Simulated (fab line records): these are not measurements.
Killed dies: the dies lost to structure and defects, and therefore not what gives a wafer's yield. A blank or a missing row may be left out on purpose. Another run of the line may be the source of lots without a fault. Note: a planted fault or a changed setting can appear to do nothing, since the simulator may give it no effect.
Matching of chambers    flow n5Finfet    N5_BEOL_M2_ETCH_77 on rieDiel-02 has 4 sister chambers
The step etches underlayer in N2/H2, target depth 6.5 nm, time 5.2 s. 8 wafers are shown with their chamber, then 12 later ones without.

== WAFERS PAIRED WITH THEIR CHAMBERS ==
wafer   chamber  showerheadPlenumPTorr (Torr)  throttleValvePct (%)
L079.2  0        2.40                          17.56
L083.4  0        2.40                          17.59
L085.4  2        2.69                          17.89
L088.2  3        2.58                          17.85
L088.5  1        2.40                          17.82
L089.3  1        2.40                          17.82
L089.4  3        2.57                          17.88
L089.5  2        2.69                          17.87

== WAFERS WITHOUT THEIR CHAMBER ==
wafer   showerheadPlenumPTorr (Torr)  throttleValvePct (%)
L090.3  2.40                          17.80
L090.4  2.57                          17.87
L090.5  2.69                          17.90
L094.1  2.68                          17.91
L094.2  2.40                          17.86
L094.3  2.71                          17.20
L095.2  2.39                          17.87
L095.4  2.71                          17.20
L095.6  2.40                          17.87
L097.4  2.68                          17.93
L097.5  2.56                          17.96
L097.6  2.68                          17.91

== THE CHAMBER EACH PASSED THROUGH ==
wafer    from the rows above   in truth
L090.3   1                     1
L090.4   3                     3
L090.5   2                     2
L094.1   2                     2
L094.2   1                     1
L094.3   2                     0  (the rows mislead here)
L095.2   1                     1
L095.4   2                     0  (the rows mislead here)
L095.6   1                     1
L097.4   2                     2
L097.5   3                     3
L097.6   2                     2
Correct placement for 10 of the 12. Can't be placed from these rows: 0. Number placed wrongly: 2.
How it was worked out, from the rows above alone: a wafer's distance from a chamber is the root of the sum, over the readings, of the square of ((its reading less the chamber's mean) divided by the reading's scatter). The wafer belongs to the nearest chamber; if the next one is less than 2 further off, it can't be placed. For every chamber, the mean is computed from those of its wafers that are shown. The scatter: the root of (the sum of the squares of (reading less its chamber's mean) over the shown wafers, divided by (wafers less chambers)).
